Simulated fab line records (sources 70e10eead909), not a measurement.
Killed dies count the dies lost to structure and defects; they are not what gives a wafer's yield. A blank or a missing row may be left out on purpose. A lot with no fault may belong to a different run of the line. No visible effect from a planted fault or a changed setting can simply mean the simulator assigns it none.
Which tool did it? ; flow nand_harc ; Sampling: 11 lots, 33 wafers, 7 of 1159 route steps

## WHAT THE GAUGES SHOWED, per wafer
NHARC_P_ZERO_WELL_CD_MEAS_52: target cd 2000 nm. Usual: cd_nm 2001.6 nm, standard deviation 1.6.
lot;measured;on;cd_nm (nm);flag
L697;day 1 23:43;cd_sem-02;2002.7 1999.8 2002.9;
L699;day 2 11:40;cd_sem-02;2000.4 2000.4 2001.8;
L701;day 2 23:50;cd_sem-02;2001.2 2003.2 2001.8;
L702;day 3 06:03;cd_sem-03;2003.0 2001.5 2003.9;
L706;day 4 05:37;cd_sem-01;2003.2 2002.5 2004.4;
L707;day 4 11:37;cd_sem-01;2002.0 2000.7 1999.5;
L712;day 5 17:41;cd_sem-01;2003.2 2003.4 2002.4;
L713;day 5 23:50;cd_sem-02;2001.2 2002.1 2003.1;
L714;day 6 06:00;cd_sem-01;1998.4 2004.3 2001.4;
L715;day 6 11:47;cd_sem-02;2001.7 2001.8 2001.6;
L717;day 6 23:40;cd_sem-02;2004.2 2003.3 2005.0;

NHARC_P_STI_CD_MEAS_09: target cd 200 nm. Usual: cd_nm 201.0 nm, standard deviation 1.8.
lot;measured;on;cd_nm (nm);flag
L697;day 2 15:21;cd_sem-02;199.3 200.0 201.6;
L699;day 3 02:24;cd_sem-03;197.8 200.7 198.4;
L701;day 3 16:57;cd_sem-02;202.8 201.7 198.0;
L702;day 3 23:37;cd_sem-02;201.5 202.2 204.1;
L706;day 4 23:56;cd_sem-01;249.4 252.0 251.5 249.7 251.8 251.4;OFF
L707;day 5 04:43;cd_sem-01;201.3 203.8 202.7;
L712;day 6 08:30;cd_sem-02;237.1 241.9 241.9 237.4 242.1 242.1;OFF
L713;day 6 18:31;cd_sem-01;202.3 201.5 200.6;
L714;day 7 02:01;cd_sem-01;201.5 200.2 201.8;
L715;day 7 01:51;cd_sem-01;200.9 200.5 205.1;
L717;day 7 13:21;cd_sem-03;201.2 201.9 204.9;

NHARC_P_STI_OCD_MEAS_17. Usual: trench_depth_nm 301 nm, standard deviation 4; trench_foot_cd_nm 158.9 nm, standard deviation 1.9.
lot;measured;on;trench_depth_nm (nm);trench_foot_cd_nm (nm);flag
L697;day 2 16:11;ocd-01;302 304 302;156.7 156.9 159.7;
L699;day 3 03:11;ocd-02;303 302 306;155.6 158.0 155.7;
L701;day 3 17:45;ocd-02;303 303 298;160.1 158.6 156.3;
L702;day 4 00:24;ocd-02;300 298 298;159.6 159.9 162.5;
L706;day 5 10:10;ocd-01;303 310 305 303 309 305;207.1 208.7 208.7 207.9 208.8 209.2;OFF
L707;day 5 05:30;ocd-02;307 306 306;158.1 160.8 159.8;
L712;day 6 15:32;ocd-02;300 304 304 301 303 303;195.2 199.6 199.6 195.2 199.5 199.8;OFF
L713;day 6 19:19;ocd-01;299 292 295;160.2 160.2 159.5;
L714;day 7 02:49;ocd-02;298 301 301;159.6 157.6 160.1;
L715;day 7 02:38;ocd-01;308 299 305;158.3 159.3 162.3;
L717;day 7 14:08;ocd-01;302 302 300;159.0 159.4 162.8;

NHARC_END_SORT_01. Usual: killed_at_array 26, standard deviation 11; killed_at_other 0.6, standard deviation 1; killed_at_periphery 3.1, standard deviation 2.1; killed_dies 30, standard deviation 11; killed_open 3.4, standard deviation 1.8; killed_short 2.1, standard deviation 1.5.
lot;measured;on;killed_at_array;killed_at_other;killed_at_periphery;killed_dies;killed_open;killed_short;flag
L706;day 22 15:08;prober-02;24 25 21;0 1 0;17 37 42;41 63 63;5 5 3;2 5 0;OFF
L712;day 22 23:26;prober-02;35 26 28;0 2 0;5 2 9;40 30 37;4 3 4;2 2 2;

## WHICH TOOL RAN EACH LOT (tool, then ch and the chambers of the sampled wafers, then the start)
lot;NHARC_P_STI_EXPOSE_06;NHARC_P_GATE_DESCUM_48;NHARC_P_GATE_RTA_80
L697;krf_scanner-04 ch 0, day 2 15:12;rie_diel-06 ch 2,3, day 5 05:34;rtp_anneal-02 ch 0, day 5 11:35
L699;krf_scanner-04 ch 0, day 3 02:16;rie_diel-06 ch 0,1,3, day 6 00:19;rtp_anneal-01 ch 0, day 6 05:59
L701;krf_scanner-04 ch 0, day 3 16:49;rie_diel-11 ch 0,1,2, day 6 11:52;rtp_anneal-02 ch 0, day 6 18:07
L702;krf_scanner-03 ch 0, day 3 23:28;rie_diel-11 ch 1,2, day 6 11:28;rtp_anneal-01 ch 0, day 6 17:17
L706;krf_scanner-03 ch 0, day 4 23:47;rie_diel-11 ch 0,1, day 8 12:11;rtp_anneal-02 ch 0, day 8 18:23
L707;krf_scanner-01 ch 0, day 5 04:34;rie_diel-11 ch 0,1,3, day 7 16:56;rtp_anneal-01 ch 0, day 7 22:49
L712;krf_scanner-03 ch 0, day 6 08:20;rie_diel-06 ch 0,2,3, day 9 05:46;rtp_anneal-02 ch 0, day 9 11:26
L713;krf_scanner-04 ch 0, day 6 18:22;rie_diel-11 ch 0,1,2, day 9 12:25;rtp_anneal-02 ch 0, day 9 18:18
L714;krf_scanner-04 ch 0, day 7 01:52;rie_diel-06 ch 1,3, day 9 17:47;rtp_anneal-02 ch 0, day 9 23:41
L715;krf_scanner-01 ch 0, day 7 01:43;rie_diel-06 ch 2,3, day 9 17:37;rtp_anneal-02 ch 0, day 9 23:31
L717;krf_scanner-04 ch 0, day 7 13:12;rie_diel-11 ch 0,3, day 10 09:04;rtp_anneal-02 ch 0, day 10 15:02
- NHARC_P_STI_EXPOSE_06: exposes mask P STI, target cd 200 nm.
- NHARC_P_GATE_DESCUM_48: chemistry O2, time 3 s.
- NHARC_P_GATE_RTA_80: time 30 s.

## WHAT THE TOOLS THEMSELVES READ (means of the sampled wafers that have a number; where no wafer has one, the mark that the record gives instead)
NHARC_P_STI_EXPOSE_06. Usual: exposure_dose_mJ_cm2 37.66, standard deviation 0.039.
lot;tool;exposure_dose_mJ_cm2;flag
L697;krf_scanner-04;37.68;
L699;krf_scanner-04;37.65;
L701;krf_scanner-04;37.64;
L702;krf_scanner-03;37.66;
L706;krf_scanner-03;47.29;OFF
L707;krf_scanner-01;37.64;
L712;krf_scanner-03;45.39;OFF
L713;krf_scanner-04;37.75;
L714;krf_scanner-04;37.63;
L715;krf_scanner-01;37.64;
L717;krf_scanner-04;37.67;

NHARC_P_GATE_DESCUM_48. Usual: chamber_pressure_mTorr 60.00 mTorr, standard deviation 0.06; drypump_motor_current_A 5.6 A, standard deviation 0.39; oes_product_au 1.005 a.u., standard deviation 0.0083; rf_vpp_V 57.9 V, standard deviation 0.87; showerhead_plenum_p_Torr 1.94 Torr, standard deviation 0.084; throttle_valve_pct 11.311 %, standard deviation 0.0093.
lot;tool;chamber_pressure_mTorr (mTorr);drypump_motor_current_A (A);oes_product_au (a.u.);rf_vpp_V (V);showerhead_plenum_p_Torr (Torr);throttle_valve_pct (%);flag
L697;rie_diel-06;60.05;5.7;1.003;58.3;1.97;11.302;
L699;rie_diel-06;59.94;5.9;1.006;58.2;1.88;11.309;
L701;rie_diel-11;60.04;5.4;1.000;57.9;1.94;11.304;
L702;rie_diel-11;59.96;5.5;1.008;58.2;2.00;11.311;
L706;rie_diel-11;59.98;5.5;1.012;57.6;1.94;11.306;
L707;rie_diel-11;59.98;5.4;1.006;58.3;1.95;11.311;
L712;rie_diel-06;60.04;5.6;1.003;57.1;1.90;11.312;
L713;rie_diel-11;59.96;5.4;1.007;58.2;1.94;11.312;
L714;rie_diel-06;60.03;6.1;1.010;56.5;1.92;11.307;
L715;rie_diel-06;60.01;5.4;1.011;57.6;1.96;11.305;
L717;rie_diel-11;59.97;5.4;1.005;58.5;1.97;11.311;

NHARC_P_GATE_RTA_80. Usual: lamp_power_pct 2.36 %, standard deviation 0.083; wafer_temp_C_max 301.6, standard deviation 0.57.
lot;tool;lamp_power_pct (%);wafer_temp_C_max;flag
L697;rtp_anneal-02;2.44;302.0;
L699;rtp_anneal-01;2.28;301.1;
L701;rtp_anneal-02;2.44;302.0;
L702;rtp_anneal-01;2.29;301.2;
L706;rtp_anneal-02;2.45;302.0;
L707;rtp_anneal-01;2.28;301.0;
L712;rtp_anneal-02;2.45;302.0;
L713;rtp_anneal-02;2.44;302.1;
L714;rtp_anneal-02;2.44;302.1;
L715;rtp_anneal-02;2.44;302.1;
L717;rtp_anneal-02;2.45;302.3;

## THE ANSWER, worked out from the rows above alone
Rule: take the mean of a lot's wafers that have a number; if it is more than 3 standard deviations from the usual mean, the lot is off. A lot without any number at a reading at which 4 lots or more have one is off too. All remaining lots with rows at the step are treated as sound. The gauges are gone through in route order, then the tools' own readings, and for those a lot's mean is taken as printed above. The first step at which some lot is off is used, and at that step the reading that is off furthest; a lot without a number counts as furthest.
Off at NHARC_P_STI_CD_MEAS_09 (cd_nm): L706, L712.
If a tool, at a process step before that reading, ran all the lots that are off and no sound lot after the first of them, it fits. The gauges at NHARC_P_STI_CD_MEAS_09 aren't tried: what is off there is off at NHARC_P_STI_OCD_MEAS_17 too, on other tools, and a gauge's error can't cause that. One candidate fits, namely krf_scanner-03 at NHARC_P_STI_EXPOSE_06. Its last sound lot is L702 (day 3 23:28), its first lot that is off L706 (day 4 23:47): a fault that began between those two fits.
On the lots that are off, the tool's own readings at NHARC_P_STI_EXPOSE_06 differ by more than 5 times the standard deviation of the sound lots' means, which bears it out; exposure_dose_mJ_cm2 reads 46.34 there versus 37.66 on the sound lots.

## WHAT THE SIMULATOR PUT IN
Process parameters drifting: krf_scanner-03 at NHARC_P_STI_EXPOSE_06, beginning at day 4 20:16. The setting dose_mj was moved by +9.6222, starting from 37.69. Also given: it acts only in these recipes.
Lots struck among those shown: L706, L712. Same finding as the rule above.
